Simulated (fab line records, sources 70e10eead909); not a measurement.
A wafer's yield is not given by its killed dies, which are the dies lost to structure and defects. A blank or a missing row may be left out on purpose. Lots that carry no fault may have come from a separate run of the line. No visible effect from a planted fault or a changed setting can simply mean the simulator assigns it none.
Chamber matching	flow nand harc	rie diel-13 running NHARC_A_STAIRCASE_DESCUM_186: 4 sister chambers
The step chemistry O2, time 3 s. 16 wafers are shown with their chamber, then 8 later ones without.

## WAFERS, EACH WITH ITS CHAMBER
wafer	chamber	drypump motor current A (A)	showerhead plenum p Torr (Torr)	oes product au (a.u.)
L074.1	2	5.5	2.04	0.986
L074.2	0	6.3	1.79	1.011
L074.5	3	5.2	2.00	1.031
L075.1	1	6.1	2.04	1.013
L075.3	0	6.3	1.79	1.004
L075.4	2	5.5	2.04	0.988
L080.1	0	6.3	1.79	1.009
L080.4	1	6.1	2.03	1.003
L080.6	0	6.3	1.79	1.007
L081.1	1	6.1	2.03	0.999
L081.4	2	5.4	2.03	0.980
L081.6	2	5.5	2.03	0.981
L086.1	3	5.2	1.99	1.031
L086.2	1	6.1	2.03	0.996
L086.4	0	6.3	1.78	1.004
L089.3	1	6.2	2.02	1.010

SIGNATURES, as means of the wafers listed above
reading	chamber 0	chamber 1	chamber 2	chamber 3	scatter within a chamber
drypump motor current A	6.300	6.120	5.475	5.200	0.0359
showerhead plenum p Torr	1.7880	2.0300	2.0350	1.9950	0.00599
oes product au	1.00700	1.00420	0.98375	1.03100	0.00491
Rule: a wafer's distance from a chamber is the root of the sum, over the readings, of the square of ((its reading less the chamber's mean) divided by the reading's scatter). The wafer belongs to the nearest chamber; if the next one is less than 2 further off, it can't be placed. The scatter is the square root of a quotient: the sum, over the shown wafers, of each reading's squared deviation from its chamber's mean, divided by wafers minus chambers.

## WAFERS WITHOUT THEIR CHAMBER
wafer	drypump motor current A (A)	showerhead plenum p Torr (Torr)	oes product au (a.u.)
L089.4	5.5	2.02	1.008
L089.5	5.2	1.99	1.045
L092.1	6.1	2.02	1.006
L092.5	5.5	2.02	1.004
L092.6	6.1	2.02	1.009
L096.1	6.3	1.77	0.999
L096.3	6.1	2.02	0.999
L096.6	5.2	1.98	1.017

## EACH ONE'S CHAMBER
wafer	from the rows above	in truth
L089.4	2	2
L089.5	3	3
L092.1	1	1
L092.5	2	2
L092.6	1	1
L096.1	0	0
L096.3	1	1
L096.6	3	3
Correct placement for 8 of the 8. Not placeable from these rows: 0. 0 placed wrongly.
